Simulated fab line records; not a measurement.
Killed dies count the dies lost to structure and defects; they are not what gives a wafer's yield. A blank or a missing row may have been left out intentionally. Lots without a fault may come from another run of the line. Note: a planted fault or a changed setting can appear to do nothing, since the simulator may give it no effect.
fab line records -- flow n5-finfet
[record] lots = 11, wafers = 28, last-day = 19
route steps=1938 shown BEOL_M2@856 BEOL_M4@1111 PASSIVATION@1936
lots that met no fault: taken from a fault-free run of the same line
start-h: the number of hours between the record's first day and the start of the first shown wafer of the lot -- wait-h: hours from the lot's prior step to this one -- " as in the row above -- L1.1+2: one row covering several wafers at once -- - no value present, or no start provided -- * or withheld: withheld -- < > ~ a bound
route shown NAME@n: names a module that has steps shown in the file, with the first one's number in the route -- usual: the fault-free wafers' mean and standard deviation -- same: alike in all rows -- chamber/n: place in a boat -- sites: each site's reading -- _std_site: their standard deviation -- _edge_site: inner sites' mean taken away from outer sites' mean -- radius-mm: how far each site lies from the wafer's centre -- mask NAME#n: copy n -- behind: tool/chamber where the wafer was last shaped -- hold: the reason the lot was held/the length of the hold in hours/how it ended -- device: transistor that didn't switch, given as n, p or np -- end of line: the same wafers' tests at the end of the route -- for a step that has no rows: nothing shown but its recipe -- killed: not the wafer's yield, but the dies lost to structure and defects at the first sort -- map: a wafer's dies, marking killed ones x, the rest . and places with no die _
set.NAME: the setting the step ran with; set.NAME@STEP: the setting that earlier step ran with -- model.NAME: the simulator's own value behind a step, which no gauge read
route steps across a sampled set of lots; one table per step, one row per wafer
services: from which hour (start-h, from the record's first day; less than 0 if before it) a tool's chamber was out of use, for how many hours, and why
[[steps]]
[step N5_BEOL_M2_INSPECT_13]
[recipe] mode = adi, inspect-instrument = brightfield
[usual] raw-defect-count = 449/110
lot.wafer,tool,chamber,start-h,wait-h,raw-defect-count
L531.2,defect-inspect-01,-,139.15,0.0,346
L531.3,defect-inspect-01,-,139.15,0.0,275
L531.5,defect-inspect-01,-,139.15,0.0,450
L532.3,defect-inspect-01,-,140.50,0.0,570
L532.4,defect-inspect-01,-,140.50,0.0,416
L533.1,defect-inspect-02,-,164.70,0.1,428
L533.5,defect-inspect-02,-,164.70,0.1,740
L533.6,defect-inspect-02,-,164.70,0.1,604
L534.1,defect-inspect-01,-,171.94,0.1,306
L534.5,defect-inspect-01,-,171.94,0.1,304
L537.1,defect-inspect-01,-,185.86,0.1,375
L537.3,defect-inspect-01,-,185.86,0.1,365
L537.4,defect-inspect-01,-,185.86,0.1,367
L539.2,defect-inspect-01,-,203.95,0.0,587
L539.5,defect-inspect-01,-,203.95,0.0,590
L545.1,defect-inspect-01,-,219.90,0.1,538
L545.4,defect-inspect-01,-,219.90,0.1,523
L547.1,defect-inspect-02,-,239.94,0.1,686
L547.2,defect-inspect-02,-,239.94,0.1,521
L547.4,defect-inspect-02,-,239.94,0.1,421
L550.1,defect-inspect-02,-,264.22,0.1,330
L550.3,defect-inspect-02,-,264.22,0.1,303
L550.5,defect-inspect-02,-,264.22,0.1,341
L553.3,defect-inspect-02,-,272.46,0.0,391
L553.5,defect-inspect-02,-,272.46,0.0,413
L553.6,defect-inspect-02,-,272.46,0.0,539
L554.1,defect-inspect-02,-,280.62,0.1,530
L554.4,defect-inspect-02,-,280.62,0.1,440
[step N5_BEOL_M2_DESCUM_16]
[recipe] chemistry = O2, time-s = 7, source-power-w = 50, bias-power-w = 20, pressure-mtorr = 20, rf-frequency-hz = 2.712e+07, temp-c = 40, resist = CAR-EUV, o2-flow-sccm = 225
[usual] drypump-motor-current-A = 5.5/0.46, oes-product-au = 0.81/0.097, rf-vpp-V = 243.5/1.3, showerhead-plenum-p-Torr = 2.12/0.072, throttle-valve-pct = 20.40/0.22
lot.wafer,tool,chamber,start-h,wait-h,drypump-motor-current-A,oes-product-au,rf-hours-counter-h,rf-vpp-V,showerhead-plenum-p-Torr,throttle-valve-pct
L531.2,rie-diel-04,0,139.19,0.0,5.8,0.69,199,244.6,2.17,20.38
L531.3,rie-diel-04,3,139.19,0.0,6.0,0.98,1,244.2,2.15,20.41
L531.5,rie-diel-04,0,139.19,0.0,5.8,0.70,-,245.2,2.17,20.37
L532.3,rie-diel-03,2,140.53,0.0,5.2,0.74,168,241.5,2.01,20.74
L532.4,rie-diel-03,2,140.53,0.0,5.2,0.74,-,241.7,2.01,20.74
L533.1,rie-diel-02,0,164.73,0.0,6.3,0.83,75,244.5,2.13,20.80
L533.5,rie-diel-02,3,164.73,0.0,5.7,0.98,-,242.2,2.08,20.33
L533.6,rie-diel-02,2,164.73,0.0,5.2,0.78,-,244.3,2.22,20.43
L534.1,rie-diel-04,0,171.97,0.0,5.8,0.69,211,243.1,2.17,20.40
L534.5,rie-diel-04,3,171.97,0.0,6.0,0.94,-,243.7,2.14,20.46
L537.1,rie-diel-03,3,185.90,0.0,4.8,0.95,10,247.1,2.21,20.02
L537.3,rie-diel-03,1,185.90,0.0,5.8,0.68,224,243.3,2.06,20.16
L537.4,rie-diel-03,2,185.90,0.0,5.3,0.73,186,240.5,2.00,20.77
L539.2,rie-diel-02,3,203.98,0.0,5.7,0.92,17,241.2,2.08,20.36
L539.5,rie-diel-02,3,203.98,0.0,5.7,0.92,-,244.5,2.08,20.34
L545.1,rie-diel-03,2,220.01,0.1,5.2,0.71,197,242.3,2.00,20.78
L545.4,rie-diel-03,0,220.01,0.1,5.0,0.82,55,244.2,2.11,20.35
L547.1,rie-diel-04,1,239.98,0.0,5.7,0.74,199,244.4,2.05,20.40
L547.2,rie-diel-04,3,239.98,0.0,6.0,0.89,38,243.5,2.13,20.47
L547.4,rie-diel-04,0,239.98,0.0,5.8,0.68,231,243.1,2.16,20.44
L550.1,rie-diel-03,3,264.29,0.1,4.8,0.89,37,244.8,2.20,20.07
L550.3,rie-diel-03,0,264.29,0.1,5.0,0.80,69,244.9,2.11,20.35
L550.5,rie-diel-03,0,264.29,0.1,5.0,0.80,-,243.9,2.11,20.36
L553.3,rie-diel-03,3,272.50,0.0,4.8,0.89,40,244.7,2.20,20.07
L553.5,rie-diel-03,3,272.50,0.0,4.8,0.88,-,244.7,2.20,20.07
L553.6,rie-diel-03,0,272.50,0.0,5.0,0.80,-,242.9,2.11,20.35
L554.1,rie-diel-02,2,280.71,0.1,5.2,0.73,157,245.2,2.21,20.49
L554.4,rie-diel-02,3,280.71,0.1,5.7,0.86,43,241.9,2.07,20.38
[step N5_BEOL_M2_HM_OPEN_17]
[recipe] chemistry = Cl2/BCl3, target-depth-a = 200, overetch-a = 60, target = TiN, mask-material = SOC, ion-energy-ev = 150, pressure-mtorr = 10, icp-w = 1000, bias-w = 126, Cl2_flow_sccm = 53.25, bcl3-flow-sccm = 21.75, Ar_flow_sccm = 25
[usual] drypump-motor-current-A = 5.5/0.45, oes-product-au = 0.66/0.12, throttle-valve-pct = 22.3/0.34
lot.wafer,tool,chamber,start-h,wait-h,drypump-motor-current-A,oes-product-au,rf-hours-counter-h,throttle-valve-pct
L531.2,rie-metal-02,1,139.44,0.0,4.8,0.58,73,22.4
L531.3,rie-metal-02,1,139.44,0.0,4.8,0.58,-,22.5
L531.5,rie-metal-02,1,139.44,0.0,4.8,0.58,-,22.4
L532.3,rie-metal-02,1,140.82,0.1,4.8,0.59,-,22.5
L532.4,rie-metal-02,0,140.82,0.1,5.8,0.54,-,22.8
L533.1,rie-metal-03,1,164.99,0.0,5.7,0.52,133,22.3
L533.5,rie-metal-03,1,164.99,0.0,5.7,0.52,-,22.3
L533.6,rie-metal-03,0,164.99,0.0,5.7,0.50,-,21.9
L534.1,rie-metal-03,0,172.23,0.0,5.7,0.48,134,21.9
L534.5,rie-metal-03,1,172.23,0.0,5.7,0.52,-,22.3
L537.1,rie-metal-01,0,186.15,0.0,5.6,0.70,16,22.1
L537.3,rie-metal-01,0,186.15,0.0,5.6,0.70,-,22.1
L537.4,rie-metal-01,1,186.15,0.0,6.0,0.80,-,22.2
L539.2,rie-metal-02,0,204.24,0.0,5.8,0.54,122,22.8
L539.5,rie-metal-02,1,204.24,0.0,4.8,0.59,-,22.4
L545.1,rie-metal-03,0,220.26,0.0,5.7,0.81,2,21.4
L545.4,rie-metal-03,1,220.26,0.0,5.7,0.81,-,22.3
L547.1,rie-metal-01,0,240.23,0.0,5.6,0.69,22,22.1
L547.2,rie-metal-01,1,240.23,0.0,6.0,0.75,12,22.3
L547.4,rie-metal-01,1,240.23,0.0,6.0,0.76,-,22.2
L550.1,rie-metal-03,1,264.54,0.0,5.7,0.77,5,22.3
L550.3,rie-metal-03,1,264.54,0.0,5.7,0.76,-,22.3
L550.5,rie-metal-03,1,264.54,0.0,5.7,0.77,-,22.3
L553.3,rie-metal-02,0,272.78,0.1,5.8,0.82,-,22.3
L553.5,rie-metal-02,1,272.78,0.1,4.7,0.58,-,22.4
L553.6,rie-metal-02,0,272.78,0.1,5.8,0.83,-,22.3
L554.1,rie-metal-02,1,280.96,0.0,4.8,0.57,85,22.5
L554.4,rie-metal-02,1,280.96,0.0,4.8,0.57,-,22.5
[step N5_BEOL_M2_COAT_67]
[recipe] resist = SOC, temp-c = 250, time-s = 60, spin-rpm = 1500, resist-thk-nm = 60
[usual] resist-line-temp-C = 22.99/0.11, spin-speed-rpm = 1500.0/1.1
lot.wafer,tool,chamber,start-h,wait-h,resist-line-temp-C,spin-speed-rpm
L531.2,litho-track-05,0,139.66,0.0,23.16,1500.7
L531.3,litho-track-05,0,139.66,0.0,23.11,1499.1
L531.5,litho-track-05,0,139.66,0.0,23.05,1503.3
L532.3,litho-track-01,0,141.00,0.0,23.17,1500.5
L532.4,litho-track-01,0,141.00,0.0,23.06,1500.5
L533.1,litho-track-05,0,165.20,0.0,23.01,1501.4
L533.5,litho-track-05,0,165.20,0.0,23.06,1501.5
L533.6,litho-track-05,0,165.20,0.0,23.03,1500.7
L534.1,litho-track-05,0,172.44,0.0,22.90,1500.1
L534.5,litho-track-05,0,172.44,0.0,23.05,1500.0
L537.1,litho-track-05,0,186.37,0.0,22.98,1498.7
L537.3,litho-track-05,0,186.37,0.0,22.95,1499.0
L537.4,litho-track-05,0,186.37,0.0,22.94,1497.8
L539.2,litho-track-03,0,204.50,0.0,22.85,1501.3
L539.5,litho-track-03,0,204.50,0.0,22.90,1499.3
L545.1,litho-track-03,0,220.48,0.0,23.14,1501.1
L545.4,litho-track-03,0,220.48,0.0,23.01,1501.3
L547.1,litho-track-05,0,240.45,0.0,23.19,1680.4
L547.2,litho-track-05,0,240.45,0.0,23.01,1679.7
L547.4,litho-track-05,0,240.45,0.0,23.14,1679.0
L550.1,litho-track-05,0,264.76,0.0,23.04,1681.0
L550.3,litho-track-05,0,264.76,0.0,22.94,1678.4
L550.5,litho-track-05,0,264.76,0.0,23.01,1679.5
L553.3,litho-track-01,0,272.97,0.0,22.93,1498.7
L553.5,litho-track-01,0,272.97,0.0,22.96,1499.4
L553.6,litho-track-01,0,272.97,0.0,22.94,1497.7
L554.1,litho-track-01,0,281.18,0.0,22.91,1502.1
L554.4,litho-track-01,0,281.18,0.0,22.90,1499.9
[step N5_BEOL_M4_RC_MEAS_101]
[usual] DIBL_N = 36.4/2.2, DIBL_P = 36.3/2.5, IOFF_N = 0.17/0.052, IOFF_P = 0.23/0.049, ION_N = 674/17, ION_P = 464/11, SS_N = 71.7/0.98, SS_P = 73.3/0.84, VT_N = 250/4, VT_P = -249/3.8
lot.wafer,tool,chamber,start-h,wait-h,DIBL_N[mV/V],DIBL_P[mV/V],IOFF_N[nA/um],IOFF_P[nA/um],ION_N[uA/um],ION_P[uA/um],SS_N[mV/dec],SS_P[mV/dec],VT_N[mV],VT_P[mV]
L531.2,prober-02,0,175.89,0.2,36.9,38.2,0.18,0.25,708,483,71.2,73.4,246,-246
L531.3,prober-02,0,175.89,0.2,40.0,41.8,0.23,0.32,704,487,72.4,75.1,245,-243
L531.5,prober-02,0,175.89,0.2,38.3,40.1,0.19,0.30,682,472,72.0,75.2,246,-245
L532.3,prober-01,0,186.41,0.3,36.5,36.3,0.15,0.22,686,466,71.0,72.7,247,-249
L532.4,prober-01,0,186.41,0.3,34.8,33.8,0.11,0.18,627,440,71.2,73.0,259,-257
L534.1,prober-02,0,228.12,0.0,37.2,36.4,0.19,0.25,657,448,73.0,74.4,248,-247
L534.5,prober-02,0,228.12,0.0,38.7,39.8,0.22,0.33,654,455,72.3,75.3,247,-245
L533.1,prober-02,0,239.10,0.0,37.6,38.8,0.21,0.33,691,477,71.3,73.8,246,-242
L533.5,prober-02,0,239.10,0.0,36.1,35.6,0.16,0.25,686,481,71.6,73.1,251,-244
L533.6,prober-02,0,239.10,0.0,33.2,33.2,0.12,0.21,656,464,70.8,72.4,256,-247
L537.1,prober-02,0,248.98,0.0,38.3,38.9,0.21,0.25,697,472,72.0,73.7,247,-249
L537.3,prober-02,0,248.98,0.0,39.6,38.2,0.22,0.24,675,456,72.2,74.4,248,-250
L537.4,prober-02,0,248.98,0.0,35.8,33.9,0.17,0.17,673,454,72.2,72.9,248,-252
L539.2,prober-01,0,259.32,0.2,34.4,35.8,0.15,0.20,683,464,72.2,73.1,248,-250
L539.5,prober-01,0,259.32,0.2,34.4,36.2,0.14,0.22,651,454,71.8,73.4,253,-252
L545.1,prober-01,0,277.38,0.0,35.7,34.5,0.13,0.21,649,452,70.9,73.4,254,-249
L545.4,prober-01,0,277.38,0.0,37.0,36.6,0.17,0.26,680,468,71.5,73.4,246,-246
L550.1,prober-02,0,317.45,0.0,36.8,36.9,0.18,0.24,689,468,71.7,72.9,245,-248
L550.3,prober-02,0,317.45,0.0,38.1,38.4,0.19,0.25,679,463,72.0,73.9,246,-245
L550.5,prober-02,0,317.45,0.0,34.8,34.8,0.13,0.20,676,465,70.7,72.2,251,-247
L547.1,prober-01,0,321.84,0.0,38.8,38.8,0.24,0.27,700,478,71.9,74.3,243,-243
L547.2,prober-01,0,321.84,0.0,38.0,36.3,0.21,0.22,649,447,73.6,74.4,248,-251
L547.4,prober-01,0,321.84,0.0,38.1,37.9,0.20,0.25,688,467,72.5,73.7,245,-247
L553.3,prober-01,0,348.84,0.3,35.3,35.1,0.15,0.21,679,470,71.6,73.5,252,-248
L553.5,prober-01,0,348.84,0.3,37.2,37.3,0.19,0.24,687,470,71.8,73.9,247,-249
L553.6,prober-01,0,348.84,0.3,32.0,30.7,0.11,0.16,676,470,69.8,72.2,255,-253
L554.1,prober-01,0,349.46,0.7,33.5,34.5,0.12,0.19,652,459,71.2,72.9,255,-249
L554.4,prober-01,0,349.46,0.7,34.1,34.9,0.14,0.20,674,470,70.4,71.8,248,-249
[step N5_PASSIVATION_PROBE_49]
[usual] defect-limited-yield = 91.2/1.4, killed_at_M0_to_M3 = 34/9.3, killed_at_M4_up = 14/5.9, killed-at-contacts = 14/5.7, killed-at-front-end = 38/10, killed-at-other = 4/3.2, killed-dies = 104/17, killed-open = 67/13, killed-short = 33/6.9, sort_bin_5_function = 5.2/1, sort_bin_6_memory = 3.3/0.61, sort_bin_8_speed = 0.3/1.8, sort-n-pass = 1069/52, sort-yield-pct = 91/4.4
[same] gross-dies = 1180, killed-at-back-side = 0, sort_bin_4_leakage[%] = 0
lot.wafer,tool,chamber,start-h,wait-h,defect-limited-yield[%],killed_at_M0_to_M3,killed_at_M4_up,killed-at-contacts,killed-at-front-end,killed-at-other,killed-dies,killed-open,killed-short,sort_bin_5_function[%],sort_bin_6_memory[%],sort_bin_8_speed[%],sort-n-pass,sort-yield-pct[%]
L537.1,prober-02,-,354.79,0.0,92.5,20,10,13,44,1,88,59,26,4.1,2.8,0,1092,93
L537.3,prober-02,-,354.89,0.1,89.4,38,18,15,51,3,125,74,45,5.9,4.2,0,1055,89
L537.4,prober-02,-,354.94,0.2,91.6,35,9,13,35,7,99,64,28,5.0,3.2,0,1081,92
L550.5,prober-02,-,417.98,0.2,85.2,33,15,31,57,39,175,89,44,9.9,4.4,0,1005,85
// killed by level:class
L537.1 FIN_SAQP:geometric-particle:short=12 FIN_SAQP:geometric-particle:open=8 STI_FIN_REVEAL:geometric-particle:open=8 MOL_CONTACT_COAG:geometric-particle:open=7 DUMMY_GATE:geometric-particle:open=6 MOL_CONTACT_COAG:geometric-particle:short=6 BEOL_M1:geometric-particle:open=5 BEOL_M4:geometric-particle:open=5
L537.3 FIN_SAQP:geometric-particle:short=19 FIN_SAQP:geometric-particle:open=12 MOL_CONTACT_COAG:geometric-particle:open=12 BEOL_M1:geometric-particle:open=11 STI_FIN_REVEAL:geometric-particle:open=8 BEOL_M0_SAQP:geometric-particle:short=6 DUMMY_GATE:geometric-particle:open=5 BEOL_M2:geometric-particle:open=4
L537.4 MOL_CONTACT_COAG:geometric-particle:open=12 STI_FIN_REVEAL:geometric-particle:open=9 FIN_SAQP:geometric-particle:open=7 BEOL_M1:geometric-particle:open=7 FIN_SAQP:geometric-particle:short=6 BEOL_M3:geometric-particle:short=5 BEOL_M3:geometric-particle:open=4 BEOL_M0_SAQP:geometric-particle:open=3
L550.5 PASSIVATION:area-etch=35 MOL_CONTACT_COAG:geometric-particle:open=25 FIN_SAQP:geometric-particle:open=20 FIN_SAQP:geometric-particle:short=13 BEOL_M0_SAQP:geometric-particle:short=11 ILD0:geometric-particle:open=7 BEOL_M0_SAQP:geometric-particle:open=7 STI_FIN_REVEAL:geometric-particle:open=5
[[services]]
tool,chamber,start-h,hours,kind
rie-diel-04,3,118.34,-,clean
rie-diel-04,3,118.34,-,consumable-replace:focus-ring
rie-diel-03,3,134.34,-,clean
rie-diel-03,3,134.34,-,consumable-replace:focus-ring
rie-diel-03,3,134.34,-,consumable-replace:showerhead
rie-diel-03,3,134.34,23.1,scheduled-down
rie-diel-03,3,134.34,23.1,vent-cycle
rie-metal-02,-,144.65,0.8,repair
rie-diel-04,0,148.13,4.3,repair
rie-metal-03,0,180.09,-,clean
rie-metal-03,0,180.09,19.2,scheduled-down
rie-metal-03,0,180.09,19.2,vent-cycle
rie-metal-03,1,199.32,-,clean
rie-metal-03,1,199.32,20.9,scheduled-down
rie-metal-03,1,199.32,20.9,vent-cycle
rie-diel-03,0,201.11,2.7,repair
rie-metal-02,-,204.99,0.6,repair
rie-metal-01,-,219.62,2.8,pm
rie-metal-02,0,229.49,-,clean
rie-metal-02,0,229.49,16.1,scheduled-down
rie-metal-02,0,229.49,16.1,vent-cycle
rie-diel-04,2,244.17,16.4,repair
rie-diel-03,1,263.46,-,clean
rie-diel-03,1,263.46,-,consumable-replace:focus-ring
[[key]]
[first-sign] step = N5_BEOL_M2_COAT_67, reading = spin-speed-rpm, direction = up, sigmas = 99+, usual = *, struck = *
effect none on later readings
met-at N5_BEOL_M2_COAT_67
struck-lots L547,L550
[baseline-loss] step = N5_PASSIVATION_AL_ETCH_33, wafers = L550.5
not-acting-at N5_BEOL_M2_INSPECT_13,N5_BEOL_M2_DESCUM_16,N5_BEOL_M2_HM_OPEN_17
onset-between 186.37 240.45
[fault] kind = process-parameter-drift, tool = litho-track-05, chamber = -, onset-h = 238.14, steps = N5_BEOL_M2_COAT_67, channel = spin-rpm, offset = *, shape = step, end-h = 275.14, acts-in = *, stated = *
// baseline-loss: these wafers lose ten dies or more at that step, a loss of the line's own and not of a fault; the sort's usual values leave them out
